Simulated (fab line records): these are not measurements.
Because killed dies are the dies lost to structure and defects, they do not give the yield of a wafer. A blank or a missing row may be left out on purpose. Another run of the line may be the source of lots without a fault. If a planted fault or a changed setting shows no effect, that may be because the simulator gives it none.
2 desks looking at one fault / flow n5-finfet / only its own numbers are on each desk; what lay behind them is given at the end

== TOOL OWNER'S DESK, pecvd-04 ==
The tool's own readings at N5_MOL_CONTACT_COAG_PECVD_31 (deposits SiO2 from TEOS/O2, target thk 46 nm, time 8.9 s): means of the sampled wafers that have a number, for each lot that ran on this tool. Marked OUT: a lot whose mean sits more than 4 standard deviations from the usual mean, which makes it out of limits; the brackets give that distance.
Columns: A = susceptor-temp-C at N5_MOL_CONTACT_COAG_PECVD_31, usual 399.99 C
lot=L434; first seen here=day 5 21:37; A=399.92
lot=L437; first seen here=day 6 20:18; A=400.19
lot=L439; first seen here=day 7 05:05; A=399.96
lot=L448; first seen here=day 9 14:22; A=404.89 (+22) OUT
lot=L451; first seen here=day 10 07:19; A=409.80 (+45) OUT
This desk finds L448, L451 out of limits, L448 being first, at day 9 14:22 (susceptor-temp-C at N5_MOL_CONTACT_COAG_PECVD_31). L434, L437, L439 stayed within limits.

== THE METROLOGY DESK ==
Lot by lot, what the gauges showed, no matter which tool ran the lot: averages of those sampled wafers that carry a number. Marked OUT: a lot whose mean sits more than 4 standard deviations from the usual mean, which makes it out of limits; the brackets give that distance. It has 12 readings; the 7 that lie furthest out on some lot are the ones shown.
Columns: A = VIA_MOL_THK at N5_MOL_CONTACT_COAG_THK_MEAS_53, usual 44.0 nm; B = DIBL_N at N5_BEOL_M4_RC_MEAS_101, usual 36.0 mV/V; C = DIBL_P at N5_BEOL_M4_RC_MEAS_101, usual 36.0 mV/V; D = IOFF_N at N5_BEOL_M4_RC_MEAS_101, usual 0.155 nA/um; E = IOFF_P at N5_BEOL_M4_RC_MEAS_101, usual 0.20 nA/um; F = ION_N at N5_BEOL_M4_RC_MEAS_101, usual 672 uA/um; G = ION_P at N5_BEOL_M4_RC_MEAS_101, usual 461 uA/um
lot=L432; first seen here=day 5 00:41; A=44.0; B=35.1; C=34.1; D=0.118; E=0.18; F=664; G=461
lot=L434; first seen here=day 5 13:22; A=44.2; B=39.1; C=39.8; D=0.208; E=0.27; F=694; G=473
lot=L435; first seen here=day 5 21:19; A=43.5; B=35.5; C=34.7; D=0.134; E=0.20; F=663; G=460
lot=L437; first seen here=day 6 11:37; A=44.7; B=36.8; C=35.1; D=0.156; E=0.18; F=678; G=456
lot=L439; first seen here=day 6 18:16; A=43.9; B=37.0; C=36.6; D=0.160; E=0.20; F=683; G=464
lot=L440; first seen here=day 7 00:07; A=42.9; B=35.4; C=36.6; D=0.148; E=0.21; F=675; G=467
lot=L446; first seen here=day 8 16:41; A=44.1; B=35.5; C=37.0; D=0.151; E=0.20; F=679; G=464
lot=L449; first seen here=day 9 04:37; A=43.8; B=37.3; C=38.8; D=0.187; E=0.25; F=680; G=468
lot=L448; first seen here=day 9 05:25; A=42.2; B=36.2; C=37.7; D=0.159; E=0.19; F=671; G=459
lot=L451; first seen here=day 9 21:18; A=41.7; B=37.6; C=36.7; D=0.168; E=0.22; F=676; G=464
This desk found nothing out of limits on any of the 10 lots.

== ALL TOGETHER ==
On L448, L451, at day 9 14:22, an alarm was possible from the tool owner's desk.
Metrology desk: nothing out of limits seen.
The metrology desk has L448, L451 on record, within its limits.
All the named lots went through N5_MOL_CONTACT_COAG_PECVD_31 on pecvd-04.

== WHAT WAS PUT IN BY THE SIMULATOR ==
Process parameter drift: pecvd-04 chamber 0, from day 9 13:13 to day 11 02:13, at N5_MOL_CONTACT_COAG_PECVD_31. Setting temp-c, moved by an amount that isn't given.
Lots struck among those shown: L448, L451.
Each desk's first reading out of limits, in hours after the fault started: the tool owner's desk, 1.
